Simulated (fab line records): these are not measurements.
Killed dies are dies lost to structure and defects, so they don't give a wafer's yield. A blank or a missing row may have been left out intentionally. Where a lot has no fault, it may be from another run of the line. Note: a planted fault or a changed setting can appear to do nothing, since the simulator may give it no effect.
Matching of chambers -- flow nand harc -- NHARC_A_DECK1_JOINT_DEP_16 on pecvd-03: 3 sister chambers
The step deposits SiO2, target thk 45 nm. 6 wafers are shown with their chamber, then 8 later ones without.

== WAFERS WITH THEIR CHAMBER ==
wafer,chamber,heater power w (W),throttle valve pct (%)
L086.1,0,519,15.2
L087.4,0,523,15.3
L087.6,2,399,16.2
L088.5,2,409,15.9
L088.6,1,520,16.3
L091.2,1,613,16.5

== WAFERS WITH NO CHAMBER GIVEN ==
wafer,heater power w (W),throttle valve pct (%)
L091.4,615,16.2
L091.6,359,16.2
L094.1,472,15.4
L094.4,485,16.4
L094.5,486,15.8
L095.1,562,15.4
L095.5,503,16.4
L095.6,398,16.2

== WHICH CHAMBER EACH WENT THROUGH ==
wafer,from the rows above,in truth
L091.4,1,1
L091.6,2,2
L094.1,0,0
L094.4,can't be placed: 1 or 2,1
L094.5,can't be placed: 2 or 0 or 1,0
L095.1,0,0
L095.5,can't be placed: 1 or 2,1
L095.6,2,2
Correctly placed: 5 of 8. Cannot be placed on the basis of these rows: 3; the candidates contain the true chamber in 3. Placed wrongly: 0.
How it was worked out, from the rows above alone: a wafer's distance from a chamber is the root of the sum, over the readings, of the square of ((its reading less the chamber's mean) divided by the reading's scatter). The wafer belongs to the nearest chamber; if the next one is less than 2 further off, it can't be placed. A chamber's mean is the mean of its shown wafers. How the scatter is found: for the shown wafers, subtract from each reading the mean of its chamber, square and add these, divide the total by (wafers less chambers), then take the root.
